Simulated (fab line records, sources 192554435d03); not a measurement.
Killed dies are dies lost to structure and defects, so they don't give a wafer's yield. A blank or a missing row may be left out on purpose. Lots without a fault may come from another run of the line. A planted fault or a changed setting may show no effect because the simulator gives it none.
Chamber matching | flow n5_finfet | N5_MOL_CONTACT_COAG_CMP_28 on cmp-02: 4 sister chambers
The step polishes, stops on SiNx, t overpolish 0.85 s, target thk 14.522 nm. 4 wafers are shown with their chamber, then 11 later ones without.

WAFERS WITH THEIR CHAMBER
wafer  | chamber | motor_current_A (A)
L079.6 | 3       | 12.5
L082.2 | 1       | 14.9
L082.5 | 0       | 12.6
L083.1 | 2       | 13.3

WAFERS WITHOUT THEIR CHAMBER
wafer  | motor_current_A (A)
L083.4 | 13.1
L083.6 | 14.8
L085.1 | 12.5
L085.2 | 14.3
L085.3 | 12.7
L089.1 | 13.0
L089.5 | 14.7
L089.6 | 12.3
L097.2 | 11.9
L097.3 | 15.2
L097.5 | 12.1

WHICH CHAMBER EACH WENT THROUGH
wafer  | from the rows above          | in truth
L083.4 | can't be placed: 2 or 0 or 3 | 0
L083.6 | 1                            | 1
L085.1 | can't be placed: 3 or 0      | 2
L085.2 | can't be placed: 1 or 2      | 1
L085.3 | can't be placed: 0 or 3 or 2 | 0
L089.1 | can't be placed: 2 or 0 or 3 | 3
L089.5 | 1                            | 1
L089.6 | can't be placed: 3 or 0      | 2
L097.2 | can't be placed: 3 or 0      | 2
L097.3 | 1                            | 1
L097.5 | can't be placed: 3 or 0      | 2
Placed correctly: 3 of 11. Can't be placed from these rows: 8 (the true chamber is among the candidates in 4). Placed wrongly: 0.
How it was worked out, from the rows above alone: a wafer's distance from a chamber is the root of the sum, over the readings, of the square of ((its reading less the chamber's mean) divided by the reading's scatter). The wafer belongs to the nearest chamber; if the next one is less than 2 further off, it can't be placed. A chamber's mean is the mean of its shown wafers. The scatter: with one shown wafer a chamber, the root of the mean of the squares of how far each hidden wafer lies from its nearest shown one.
